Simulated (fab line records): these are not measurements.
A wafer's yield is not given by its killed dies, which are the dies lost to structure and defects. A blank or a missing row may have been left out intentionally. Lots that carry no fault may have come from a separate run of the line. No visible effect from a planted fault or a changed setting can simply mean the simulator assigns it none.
fab line records | flow n5_finfet
[record] lots = 6 | wafers = 18 | last_day = 19
route steps=1938 shown BEOL_M8@1385 PASSIVATION@1936
lots that met no fault: from a run of the same line without faults
start_h: hours from the record's first day to the start of the lot's first wafer shown | wait_h: hours elapsed since this lot's preceding step | " the same as in the row above | L1.1+2: one row covering several wafers at once | - value missing, or start not given | * or withheld: withheld | < > ~ a bound
route shown NAME@n: a module of which the file shows steps, and the number in the route of the first | usual: mean/standard deviation taken from wafers without a fault | same: alike in all rows | chamber/n: place in a boat | sites: the reading at each site | _std_site: how widely they spread, as a standard deviation | _edge_site: the outer-site mean with the inner-site mean subtracted | radius_mm: how far each site lies from the wafer's centre | mask NAME#n: copy n | behind: the last tool/chamber to shape the wafer | hold: cause of the lot's hold/its duration in hours/its outcome | device: whichever transistor did not switch (one of n, p or np) | end of line: tests of these same wafers at the route's end | a step without rows: its recipe alone | killed: dies lost to structure and defects at the first sort, not the wafer's yield | map: the dies of a wafer, with x for killed, . for not killed, _ for no die there
set.NAME: the setting that was run; set.NAME@STEP: the one run at that earlier step | model.NAME: the simulator's own value behind a step, which no gauge read
lots at selected steps of the route; one table per step, one row per wafer
services: a tool's chamber out of use, with start hour (start_h, from the record's first day; less than 0 if before it), hours out, and reason
[[steps]]
[step N5_BEOL_M8_CD_MEAS_35]
[recipe] target_cd_nm = 40 | polarity = opening
[usual] cd_nm = 40.0/0.66
lot.wafer | tool      | chamber | start_h | wait_h | cd_nm
L827.3    | cd_sem-02 | -       | 248.19  | 0.0    | 39.2
L827.4    | "         | -       | "       | "      | 40.4
L827.5    | "         | -       | "       | "      | 39.5
L829.2    | cd_sem-03 | -       | 260.31  | 0.0    | 38.6
L829.4    | "         | -       | "       | "      | 39.8
L829.5    | "         | -       | "       | "      | 39.2
L838.2    | cd_sem-03 | -       | 330.65  | 0.0    | 40.1
L838.3    | "         | -       | "       | "      | 38.9
L838.4    | "         | -       | "       | "      | 38.4
L840.3    | cd_sem-01 | -       | 338.26  | 0.0    | 39.8
L840.5    | "         | -       | "       | "      | 40.4
L840.6    | "         | -       | "       | "      | 39.4
L843.3    | cd_sem-01 | -       | 366.55  | 0.0    | 39.3
L843.4    | "         | -       | "       | "      | 38.7
L843.6    | "         | -       | "       | "      | 39.1
L844.2    | cd_sem-03 | -       | 369.33  | 0.0    | 39.4
L844.3    | "         | -       | "       | "      | 40.3
L844.6    | "         | -       | "       | "      | 41.3
[step N5_BEOL_M8_CURE_75]
[recipe] temp_c = 370 | time_s = 120 | ambient = DMADMS/He | material = SiCOH_lowk
[usual] lamp_power_pct = 52.31/0.053 | wafer_temp_C_max = 371.8/0.61
lot.wafer | tool       | chamber | start_h | wait_h | lamp_power_pct | wafer_temp_C_max
L827.3    | uv_cure-02 | 1       | 248.66  | 0.5    | 52.25          | 373.1
L827.4    | "          | 1       | "       | "      | 52.25          | 372.7
L827.5    | "          | 1       | "       | "      | 52.29          | 372.2
L829.2    | uv_cure-01 | 1       | 260.66  | 0.3    | 52.38          | 372.2
L829.4    | "          | 1       | "       | "      | 52.34          | 371.7
L829.5    | "          | 1       | "       | "      | 52.29          | 371.3
L838.2    | uv_cure-03 | 2       | 330.74  | 0.1    | 52.27          | 371.8
L838.3    | "          | 2       | "       | "      | 52.33          | 371.0
L838.4    | "          | 2       | "       | "      | 52.31          | 371.3
L840.3    | uv_cure-01 | 0       | 338.40  | 0.1    | 52.38          | 371.6
L840.5    | "          | 0       | "       | "      | 52.25          | 371.9
L840.6    | "          | 0       | "       | "      | 52.32          | 372.2
L843.3    | uv_cure-01 | 1       | 366.69  | 0.1    | 52.34          | 372.2
L843.4    | "          | 1       | "       | "      | 52.24          | 372.3
L843.6    | "          | 1       | "       | "      | 52.22          | 372.2
L844.2    | uv_cure-01 | 0       | 369.42  | 0.1    | 52.39          | 371.4
L844.3    | "          | 0       | "       | "      | 52.29          | 372.4
L844.6    | "          | 0       | "       | "      | 52.39          | 372.1
[step N5_BEOL_M8_DEGAS_44]
[recipe] ambient = vacuum | temp_c = 250 | time_s = 60
[step N5_BEOL_M8_PRE_CLEAN_45]
[recipe] gas = H2/He | time_s = 30 | temp_c = 250
[step N5_BEOL_M8_ALD_77]
[recipe] material = TaN | target_thk_a = 20 | temp_c = 275 | ald_precursor_family = PDMAT | ald_co_reactant = NH3 | pressure_torr = 3 | carrier_flow_sccm = 1500 | pulse_time_s = 2 | purge_time_s = 3 | co_reactant_purge_time_s = 2 | co_reactant_pulse_time_s = 3 | ald_cycles = 40 | precursor_vessel_temp_c = 75 | precursor_vessel_pressure_torr = 26.25 | precursor_vessel_carrier_sccm = 1000
[usual] heater_power_w = 413/45
[same] co_reactant_pulse_time_s = 3
lot.wafer | tool         | chamber | start_h | wait_h | heater_power_w
L827.3    | ald_metal-04 | 2       | 249.71  | 0.3    | 393
L827.4    | "            | 0       | "       | "      | 406
L827.5    | "            | 2       | "       | "      | 407
L829.2    | ald_metal-03 | 1       | 261.28  | 0.3    | 404
L829.4    | "            | 2       | "       | "      | 414
L829.5    | "            | 0       | "       | "      | 439
L838.2    | ald_metal-03 | 3       | 331.39  | 0.0    | 404
L838.3    | "            | 2       | "       | "      | 408
L838.4    | "            | 0       | "       | "      | 422
L840.3    | ald_metal-03 | 3       | 339.98  | 0.0    | 413
L840.5    | "            | 3       | "       | "      | 398
L840.6    | "            | 0       | "       | "      | 436
L843.3    | ald_metal-01 | 0       | 367.01  | 0.0    | 475
L843.4    | "            | 2       | "       | "      | 423
L843.6    | "            | 0       | "       | "      | 485
L844.2    | ald_metal-04 | 1       | 369.88  | 0.1    | 441
L844.3    | "            | 2       | "       | "      | 387
L844.6    | "            | 0       | "       | "      | 374
[step N5_BEOL_M8_SURFACE_TREAT_79]
[recipe] gas = Ar | time_s = * | ion_energy_ev = * | ion_current_ma_cm2 = 0.5 | pressure_mtorr = * | ar_flow_sccm = 30
[step N5_BEOL_M8_CVD_78]
[recipe] material = Co | target_thk_a = 20 | temp_c = withheld | precursor = CCTBA/H2 | pressure_torr = 30 | time_s = 142.3
[step N5_BEOL_M8_SPUTTER_48]
[recipe] material = Cu | target_thk_a = 100 | temp_c = -20 | bias_v = 60 | power_w = 26000 | chamber_pressure_pa = 0.13 | time_s = 1.667
[usual] bias_v = 59.9/0.59 | throttle_valve_pct = 30.3/0.93
lot.wafer | tool           | chamber | start_h | wait_h | bias_v | throttle_valve_pct
L827.3    | pvd_sputter-02 | -       | 251.78  | 0.2    | 59.8   | 29.8
L827.4    | "              | -       | "       | "      | 59.4   | 31.9
L827.5    | "              | -       | "       | "      | 60.5   | 30.0
L829.2    | pvd_sputter-03 | -       | 263.55  | 1.9    | 59.9   | 29.6
L829.4    | "              | -       | "       | "      | 60.8   | 30.0
L829.5    | "              | -       | "       | "      | 60.0   | 31.0
L838.2    | pvd_sputter-02 | -       | 333.55  | 1.3    | 59.7   | 31.7
L838.3    | "              | -       | "       | "      | 59.8   | 29.7
L838.4    | "              | -       | "       | "      | 59.4   | 31.9
L840.3    | pvd_sputter-02 | -       | 340.50  | 0.1    | 60.3   | 29.9
L840.5    | "              | -       | "       | "      | 59.9   | 32.0
L840.6    | "              | -       | "       | "      | 60.1   | 29.6
L843.3    | pvd_sputter-02 | -       | 369.07  | 0.1    | 59.8   | 29.9
L843.4    | "              | -       | "       | "      | 60.9   | 29.8
L843.6    | "              | -       | "       | "      | 60.3   | 29.6
L844.2    | pvd_sputter-01 | -       | 370.39  | 0.1    | 61.2   | 29.9
L844.3    | "              | -       | "       | "      | 60.1   | 30.4
L844.6    | "              | -       | "       | "      | 60.2   | 28.2
[step N5_BEOL_M8_ECD_50]
[recipe] material = Cu | target_thk_a = 3000
[step N5_BEOL_M8_ANNEAL_51]
[recipe] temp_c = 225 | time_s = 90 | ambient = N2
[step N5_BEOL_M8_CMP_52]
[recipe] stop_on = SiCOH_lowk | t_overpolish_s = 6.9 | down_force_psi = 1 | platen_rpm = 50 | clearing_platen_down_force_psi = 1.5 | clearing_platen_rpm = 50 | post_cmp_clean = cu_alkaline | target_thk_nm = 80 | clearing_platen_pad_velocity_m_s = 0.99484 | pad_velocity_m_s = 0.99484
[usual] barrier_field_endpoint_s = 29.2/0.8 | motor_current_A = 6.0/0.74 | overpolish_run_s = 6.901/0.0092 | time_to_endpoint_s = 62/3.2
lot.wafer | tool   | chamber | start_h | wait_h | barrier_field_endpoint_s | motor_current_A | overpolish_run_s | time_to_endpoint_s
L827.3    | cmp-04 | 0       | 252.43  | 0.3    | 29.0                     | 5.0             | 6.901            | 61
L827.4    | "      | 1       | "       | "      | 29.4                     | 7.1             | 6.902            | 60
L827.5    | "      | 3       | "       | "      | 28.5                     | 5.7             | 6.890            | 57
L829.2    | cmp-04 | 1       | 264.10  | 0.2    | 30.2                     | 6.9             | 6.893            | 68
L829.4    | "      | 2       | "       | "      | 29.8                     | 5.7             | 6.911            | 65
L829.5    | "      | 1       | "       | "      | 29.6                     | 7.0             | 6.898            | 67
L838.4    | cmp-03 | 2       | 334.09  | 0.1    | 29.1                     | 6.6             | 6.904            | 63
L838.3    | "      | 0       | "       | "      | 30.1                     | 7.0             | 6.905            | 65
L838.2    | "      | 1       | "       | "      | 28.5                     | 5.8             | 6.904            | 62
L840.3    | cmp-03 | 2       | 341.16  | 0.2    | 29.2                     | 6.4             | 6.914            | 65
L840.5    | "      | 0       | "       | "      | 30.1                     | 6.8             | 6.894            | 66
L840.6    | "      | 1       | "       | "      | 28.9                     | 5.6             | 6.896            | 63
L843.3    | cmp-01 | 1       | 369.58  | 0.2    | 28.5                     | 5.0             | 6.913            | 62
L843.4    | "      | 3       | "       | "      | 29.6                     | 6.6             | 6.890            | 63
L843.6    | "      | 2       | "       | "      | 30.0                     | 5.5             | 6.911            | 63
L844.2    | cmp-01 | 0       | 370.93  | 0.2    | 29.4                     | 6.9             | 6.909            | 63
L844.3    | "      | 1       | "       | "      | 28.2                     | 5.3             | 6.908            | 57
L844.6    | "      | 3       | "       | "      | 29.5                     | 6.7             | 6.886            | 61
[step N5_BEOL_M8_THK_MEAS_53]
[recipe] thk_meas_gauge = xrf | reads = Cu_of_BEOL_M8_ECD_50
[usual] M8_THK = 79/3.1
lot.wafer | tool          | chamber | start_h | wait_h | M8_THK[nm]
L827.3    | film_metro-02 | -       | 252.69  | -      | 73
L827.4    | "             | -       | "       | "      | 77
L827.5    | "             | -       | "       | "      | 76
L829.2    | film_metro-01 | -       | 264.39  | -      | 79
L829.4    | "             | -       | "       | "      | 82
L829.5    | "             | -       | "       | "      | 77
L838.2    | film_metro-02 | -       | 334.38  | -      | 78
L838.3    | "             | -       | "       | "      | 78
L838.4    | "             | -       | "       | "      | 80
L840.3    | film_metro-01 | -       | 341.38  | -      | 84
L840.5    | "             | -       | "       | "      | 81
L840.6    | "             | -       | "       | "      | 82
L843.3    | film_metro-02 | -       | 369.87  | -      | 78
L843.4    | "             | -       | "       | "      | 76
L843.6    | "             | -       | "       | "      | 77
L844.2    | film_metro-02 | -       | 371.19  | -      | 79
L844.3    | "             | -       | "       | "      | 79
L844.6    | "             | -       | "       | "      | 80
[step N5_BEOL_M8_PRE_CLEAN_55]
[recipe] gas = NH3 | time_s = 15 | temp_c = withheld | rf_power_w = 300
[usual] rf_fwd_power_W = 294.6/1.7
lot.wafer | tool     | chamber | start_h | wait_h | rf_fwd_power_W
L827.3    | pecvd-02 | 0       | 252.73  | 0.0    | 296.2
L827.4    | "        | 1       | "       | "      | 293.2
L827.5    | "        | 1       | "       | "      | 293.7
L829.2    | pecvd-03 | 0       | 264.43  | 0.0    | 295.0
L829.4    | "        | 0       | "       | "      | 295.2
L829.5    | "        | 1       | "       | "      | 291.7
L838.2    | pecvd-02 | 1       | 334.42  | 0.0    | 273.0
L838.3    | "        | 0       | "       | "      | 277.8
L838.4    | "        | 0       | "       | "      | 276.5
L840.3    | pecvd-02 | 1       | 341.42  | 0.0    | 273.8
L840.5    | "        | 1       | "       | "      | 273.3
L840.6    | "        | 0       | "       | "      | 278.4
L843.3    | pecvd-01 | 2       | 369.91  | 0.0    | 293.1
L843.4    | "        | 1       | "       | "      | 296.0
L843.6    | "        | 2       | "       | "      | 293.4
L844.2    | pecvd-01 | 1       | 371.23  | 0.0    | 295.8
L844.3    | "        | 0       | "       | "      | 296.3
L844.6    | "        | 0       | "       | "      | 296.8
[step N5_BEOL_M8_DEP_56]
[recipe] material = SiCN | target_thk_a = 100 | temp_c = withheld | precursor = 3MS/NH3 | pressure_torr = 3 | rf_w = 202 | time_s = 17.5
[usual] showerhead_plenum_p_Torr = 3.661/0.013 | throttle_valve_pct = 9.2/0.41
lot.wafer | tool     | chamber | start_h | wait_h | showerhead_plenum_p_Torr | throttle_valve_pct
L827.3    | pecvd-02 | 0       | 252.78  | 0.0    | 3.641                    | 9.3
L827.4    | "        | 1       | "       | "      | 3.656                    | 9.9
L827.5    | "        | 1       | "       | "      | 3.659                    | 9.7
L829.2    | pecvd-03 | 0       | 264.45  | 0.0    | 3.666                    | 9.3
L829.4    | "        | 0       | "       | "      | 3.665                    | 9.0
L829.5    | "        | 1       | "       | "      | 3.668                    | 9.4
L838.2    | pecvd-02 | 1       | 334.44  | 0.0    | 3.669                    | 10.0
L838.3    | "        | 0       | "       | "      | 3.643                    | 9.4
L838.4    | "        | 0       | "       | "      | 3.646                    | 9.3
L840.3    | pecvd-02 | 1       | 341.44  | 0.0    | 3.666                    | 9.7
L840.5    | "        | 1       | "       | "      | 3.675                    | 9.6
L840.6    | "        | 0       | "       | "      | 3.635                    | 9.6
L843.3    | pecvd-01 | 2       | 369.94  | 0.0    | 3.681                    | 8.2
L843.4    | "        | 1       | "       | "      | 3.669                    | 9.1
L843.6    | "        | 2       | "       | "      | 3.690                    | 8.4
L844.2    | pecvd-01 | 1       | 371.25  | 0.0    | 3.667                    | 9.4
L844.3    | "        | 0       | "       | "      | 3.675                    | 9.3
L844.6    | "        | 0       | "       | "      | 3.679                    | 9.4
[step N5_PASSIVATION_PROBE_49]
[usual] defect_limited_yield = 91.6/1.4 | killed_at_M0_to_M3 = 35/10 | killed_at_M4_up = 13/4.8 | killed_at_contacts = 12/7.2 | killed_at_front_end = 36/12 | killed_at_other = 4/3.1 | killed_dies = 100/17 | killed_open = 66/13 | killed_short = 32/7.3 | sort_bin_5_function = 5.0/0.94 | sort_bin_6_memory = 3.1/0.67 | sort_bin_8_speed = 0.01/0.047 | sort_n_pass = 1080/17 | sort_yield_pct = 91.6/1.4
[same] gross_dies = 1180 | killed_at_back_side = 0 | sort_bin_4_leakage[%] = 0
lot.wafer | tool      | chamber | start_h | wait_h | defect_limited_yield[%] | killed_at_M0_to_M3 | killed_at_M4_up | killed_at_contacts | killed_at_front_end | killed_at_other | killed_dies | killed_open | killed_short | sort_bin_5_function[%] | sort_bin_6_memory[%] | sort_bin_8_speed[%] | sort_n_pass | sort_yield_pct[%]
L827.3    | prober-02 | -       | 322.94  | 0.1    | 89.9                    | 34                 | 8               | 36                 | 37                  | 4               | 119         | 92          | 27           | 5.5                    | 4.4                  | 0.42                | 1056        | 89.5
L827.4    | prober-02 | -       | 322.99  | 0.2    | 89.4                    | 30                 | 4               | 29                 | 59                  | 3               | 125         | 81          | 43           | 5.8                    | 4.2                  | 0                   | 1055        | 89.4
L827.5    | prober-02 | -       | 323.04  | 0.2    | 86.9                    | 42                 | 6               | 38                 | 59                  | 9               | 154         | 107         | 45           | 8.2                    | 4.6                  | 0.08                | 1026        | 86.9
L829.2    | prober-02 | -       | 342.26  | 0.1    | 91.0                    | 40                 | 12              | 15                 | 37                  | 2               | 106         | 77          | 27           | 5.1                    | 3.4                  | 0                   | 1074        | 91.0
L829.4    | prober-02 | -       | 342.36  | 0.2    | 91.6                    | 43                 | 8               | 5                  | 37                  | 6               | 99          | 68          | 30           | 5.2                    | 2.9                  | 0                   | 1081        | 91.6
L829.5    | prober-02 | -       | 342.41  | 0.2    | 93.5                    | 30                 | 6               | 5                  | 29                  | 7               | 77          | 52          | 22           | 3.9                    | 2.3                  | 0                   | 1103        | 93.5
L840.3    | prober-01 | -       | 409.24  | 0.1    | 93.1                    | 48                 | 10              | 8                  | 16                  | 0               | 82          | 56          | 26           | 4.6                    | 2.2                  | 0                   | 1098        | 93.1
L840.5    | prober-01 | -       | 409.34  | 0.2    | 93.5                    | 31                 | 5               | 9                  | 30                  | 2               | 77          | 55          | 22           | 4.3                    | 1.8                  | 0                   | 1103        | 93.5
L840.6    | prober-01 | -       | 409.39  | 0.3    | 92.2                    | 27                 | 13              | 13                 | 38                  | 1               | 92          | 63          | 28           | 4.3                    | 3.0                  | 0                   | 1088        | 92.2
L838.2    | prober-02 | -       | 418.19  | 0.1    | 92.6                    | 26                 | 8               | 17                 | 34                  | 2               | 87          | 49          | 35           | 4.2                    | 3.0                  | 0                   | 1093        | 92.6
L838.3    | prober-02 | -       | 418.24  | 0.1    | 91.4                    | 34                 | 19              | 15                 | 29                  | 5               | 102         | 79          | 22           | 5.3                    | 3.2                  | 0                   | 1078        | 91.4
L838.4    | prober-02 | -       | 418.29  | 0.2    | 92.5                    | 22                 | 6               | 9                  | 35                  | 17              | 89          | 54          | 31           | 4.7                    | 2.4                  | 0                   | 1091        | 92.5
L843.3    | prober-02 | -       | 438.64  | 0.1    | 95.1                    | 22                 | 8               | 3                  | 20                  | 5               | 58          | 35          | 22           | 2.4                    | 2.2                  | 0                   | 1122        | 95.1
L843.4    | prober-02 | -       | 438.69  | 0.2    | 91.4                    | 43                 | 20              | 12                 | 25                  | 2               | 102         | 73          | 29           | 5.2                    | 3.4                  | 0                   | 1078        | 91.4
L843.6    | prober-02 | -       | 438.79  | 0.3    | 94.3                    | 24                 | 9               | 13                 | 19                  | 2               | 67          | 42          | 25           | 2.7                    | 2.9                  | 0                   | 1113        | 94.3
L844.2    | prober-02 | -       | 443.75  | 0.1    | 92.0                    | 33                 | 7               | 8                  | 45                  | 1               | 94          | 57          | 36           | 4.4                    | 3.3                  | 0                   | 1086        | 92.0
L844.3    | prober-02 | -       | 443.80  | 0.1    | 92.7                    | 16                 | 14              | 14                 | 42                  | 0               | 86          | 43          | 41           | 4.1                    | 3.0                  | 0                   | 1094        | 92.7
L844.6    | prober-02 | -       | 443.95  | 0.3    | 89.7                    | 28                 | 14              | 12                 | 66                  | 1               | 121         | 84          | 35           | 6.4                    | 3.6                  | 0                   | 1059        | 89.7
// killed by level:class
L827.3 MOL_CONTACT_COAG:geometric_particle:open=30 STI_FIN_REVEAL:geometric_particle:open=10 BEOL_M0_SAQP:geometric_particle:open=9 FIN_SAQP:geometric_particle:open=8 BEOL_M0_SAQP:geometric_particle:short=7 MOL_CONTACT_COAG:geometric_particle:short=6 BEOL_M0:geometric_particle:open=6 BEOL_M2:geometric_particle:open=6
L827.4 MOL_CONTACT_COAG:geometric_particle:open=25 FIN_SAQP:geometric_particle:open=12 GATE_CUT:geometric_particle:short=10 BEOL_M0_SAQP:geometric_particle:open=8 FIN_SAQP:geometric_particle:short=7 STI_FIN_REVEAL:geometric_particle:open=7 BEOL_M0_SAQP:geometric_particle:short=7 ILD0:geometric_particle:open=5
L827.5 MOL_CONTACT_COAG:geometric_particle:open=29 BEOL_M0_SAQP:geometric_particle:open=16 STI_FIN_REVEAL:geometric_particle:open=15 FIN_SAQP:geometric_particle:short=14 FIN_SAQP:geometric_particle:open=12 MOL_CONTACT_COAG:geometric_particle:short=9 BEOL_M3:geometric_particle:open=7 BEOL_M2:geometric_particle:open=7
L829.2 BEOL_M3:geometric_particle:open=15 MOL_CONTACT_COAG:geometric_particle:open=13 BEOL_M0_SAQP:geometric_particle:short=8 BEOL_M1:geometric_particle:open=7 FIN_SAQP:geometric_particle:open=6 DUMMY_GATE:geometric_particle:open=6 GATE_CUT:geometric_particle:short=6 GATE_CUT:geometric_particle:open=6
L829.4 STI_FIN_REVEAL:geometric_particle:open=17 BEOL_M0_SAQP:geometric_particle:open=9 BEOL_M1:geometric_particle:open=9 BEOL_M0_SAQP:geometric_particle:short=8 BEOL_M3:geometric_particle:open=6 DUMMY_GATE:geometric_particle:open=5 BEOL_M1:geometric_particle:short=5 BEOL_M2:geometric_particle:open=4
L829.5 BEOL_M3:geometric_particle:open=14 STI_FIN_REVEAL:geometric_particle:open=5 MOL_CONTACT_COAG:geometric_particle:open=5 GATE_CUT:geometric_particle:open=4 BEOL_M0_SAQP:geometric_particle:short=4 STARTING-WAFER:geometric_particle:short=4 FIN_SAQP:geometric_particle:open=3 BEOL_M0_SAQP:geometric_particle:open=3
L840.3 BEOL_M0_SAQP:geometric_particle:short=11 BEOL_M0_SAQP:geometric_particle:open=11 BEOL_M3:geometric_particle:open=10 BEOL_M1:geometric_particle:open=7 MOL_CONTACT_COAG:geometric_particle:open=6 GATE_CUT:geometric_particle:short=5 BEOL_M2:geometric_particle:open=5 BEOL_M4:geometric_particle:open=3
L840.5 BEOL_M0_SAQP:geometric_particle:open=10 BEOL_M1:geometric_particle:open=8 MOL_CONTACT_COAG:geometric_particle:open=7 FIN_SAQP:geometric_particle:short=6 FIN_SAQP:geometric_particle:open=6 DUMMY_GATE:geometric_particle:open=6 BEOL_M0_SAQP:geometric_particle:short=6 STI_FIN_REVEAL:geometric_particle:open=5
L840.6 STI_FIN_REVEAL:geometric_particle:open=15 MOL_CONTACT_COAG:geometric_particle:open=11 BEOL_M0_SAQP:geometric_particle:open=10 BEOL_M0_SAQP:geometric_particle:short=7 GATE_CUT:geometric_particle:open=3 GATE_CUT:geometric_particle:short=3 BEOL_M3:geometric_particle:open=3 BEOL_M3:geometric_particle:short=3
L838.2 MOL_CONTACT_COAG:geometric_particle:open=14 BEOL_M2:geometric_particle:open=7 BEOL_M2:geometric_particle:short=7 DUMMY_GATE:geometric_particle:open=6 FIN_SAQP:geometric_particle:short=5 GATE_CUT:geometric_particle:open=4 BEOL_M0:geometric_particle:short=4 MOL_CONTACT_COAG:geometric_particle:short=3
L838.3 MOL_CONTACT_COAG:geometric_particle:open=14 BEOL_M1:geometric_particle:open=13 BEOL_M4:geometric_particle:open=9 BEOL_M8:geometric_particle:open=9 FIN_SAQP:geometric_particle:open=6 BEOL_M0_SAQP:geometric_particle:open=5 BEOL_M2:geometric_particle:open=4 FIN_SAQP:geometric_particle:short=3
L838.4 FIN_SAQP:geometric_particle:short=8 MOL_CONTACT_COAG:geometric_particle:open=7 BEOL_M1:geometric_particle:open=7 PAD_METAL:geometric_particle:short=6 BEOL_M2:geometric_particle:open=6 FIN_SAQP:geometric_particle:open=4 DUMMY_GATE:geometric_particle:open=4 SPACER0:geometric_particle:open=4
L843.3 BEOL_M2:geometric_particle:open=13 FIN_SAQP:geometric_particle:short=6 STI_FIN_REVEAL:geometric_particle:open=3 GATE_CUT:geometric_particle:short=3 MOL_CONTACT_COAG:geometric_particle:open=3 BEOL_M0_SAQP:geometric_particle:short=3 PASS1_DEP:geometric_particle:short=3 FIN_SAQP:geometric_particle:open=2
L843.4 MOL_CONTACT_COAG:geometric_particle:open=11 BEOL_M1:geometric_particle:open=10 FIN_SAQP:geometric_particle:short=8 FIN_SAQP:geometric_particle:open=7 BEOL_M2:geometric_particle:open=7 BEOL_M0_SAQP:geometric_particle:short=6 BEOL_M0_SAQP:geometric_particle:open=6 BEOL_M4:geometric_particle:open=6
L843.6 BEOL_M0_SAQP:geometric_particle:open=8 MOL_CONTACT_COAG:geometric_particle:open=7 BEOL_M0_SAQP:geometric_particle:short=7 STI_FIN_REVEAL:geometric_particle:open=6 MOL_CONTACT_COAG:geometric_particle:short=6 FIN_SAQP:geometric_particle:short=5 BEOL_M5:geometric_particle:open=5 BEOL_M2:geometric_particle:open=3
L844.2 FIN_SAQP:geometric_particle:short=10 BEOL_M1:geometric_particle:open=10 FIN_SAQP:geometric_particle:open=9 BEOL_M0_SAQP:geometric_particle:short=9 STI_FIN_REVEAL:geometric_particle:open=8 MOL_CONTACT_COAG:geometric_particle:open=8 BEOL_M0_SAQP:geometric_particle:open=5 STI_FIN_REVEAL:geometric_particle:short=4
L844.3 FIN_SAQP:geometric_particle:short=12 MOL_CONTACT_COAG:geometric_particle:open=11 GATE_CUT:geometric_particle:short=7 BEOL_M1:geometric_particle:open=6 BEOL_M4:geometric_particle:open=5 BEOL_M4:geometric_particle:short=4 FIN_SAQP:geometric_particle:open=3 MOL_CONTACT_COAG:geometric_particle:short=3
L844.6 FIN_SAQP:geometric_particle:open=20 FIN_SAQP:geometric_particle:short=16 STI_FIN_REVEAL:geometric_particle:open=12 MOL_CONTACT_COAG:geometric_particle:open=9 BEOL_M4:geometric_particle:open=9 BEOL_M1:geometric_particle:open=8 BEOL_M0_SAQP:geometric_particle:open=7 BEOL_M2:geometric_particle:open=6
[[services]]
tool         | chamber | start_h | hours | kind
pecvd-03     | 0       | 226.34  | 12.3  | repair
cmp-03       | -       | 237.49  | 1.0   | repair
ald_metal-03 | -       | 238.23  | 6.0   | pm
cmp-01       | -       | 239.06  | 4.0   | pm
pecvd-02     | -       | 240.29  | 0.7   | repair
cmp-03       | -       | 240.40  | 3.9   | pm
pecvd-02     | 2       | 245.18  | 15.3  | repair
cmp-01       | -       | 248.53  | 5.0   | repair
cmp-03       | -       | 250.66  | 1.3   | repair
cmp-01       | -       | 263.05  | 14.3  | pm
cmp-03       | -       | 275.55  | 2.8   | repair
ald_metal-03 | -       | 281.16  | 1.4   | repair
pecvd-02     | 1       | 291.84  | 19.8  | repair
uv_cure-01   | -       | 293.71  | 1.0   | pm
cmp-04       | -       | 296.05  | 0.3   | repair
cmp-01       | -       | 300.84  | 1.5   | repair
pecvd-03     | 0       | 308.66  | 4.7   | repair
ald_metal-03 | -       | 310.46  | 0.6   | repair
cmp-03       | -       | 311.47  | 1.6   | repair
cmp-04       | -       | 315.94  | 0.9   | repair
cmp-04       | -       | 322.00  | 0.2   | repair
ald_metal-04 | 0       | 325.42  | 3.8   | repair
pecvd-01     | -       | 353.31  | 0.8   | repair
ald_metal-03 | -       | 359.61  | 20.6  | repair
[[key]]
[first_sign] step = N5_BEOL_M8_PRE_CLEAN_55 | reading = rf_fwd_power_W | direction = down | sigmas = 11 | usual = * | struck = *
effect none on later readings
met_at N5_BEOL_M8_PRE_CLEAN_55
struck_wafers L838.2,L838.3,L838.4,L840.3,L840.5,L840.6
onset_between 252.73 334.42
[fault] kind = process_parameter_drift | tool = pecvd-02 | chamber = - | onset_h = 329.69 | steps = N5_BEOL_M8_PRE_CLEAN_55 | channel = rf_power_w | offset = * | shape = step | end_h = 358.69 | acts_in = * | stated = *
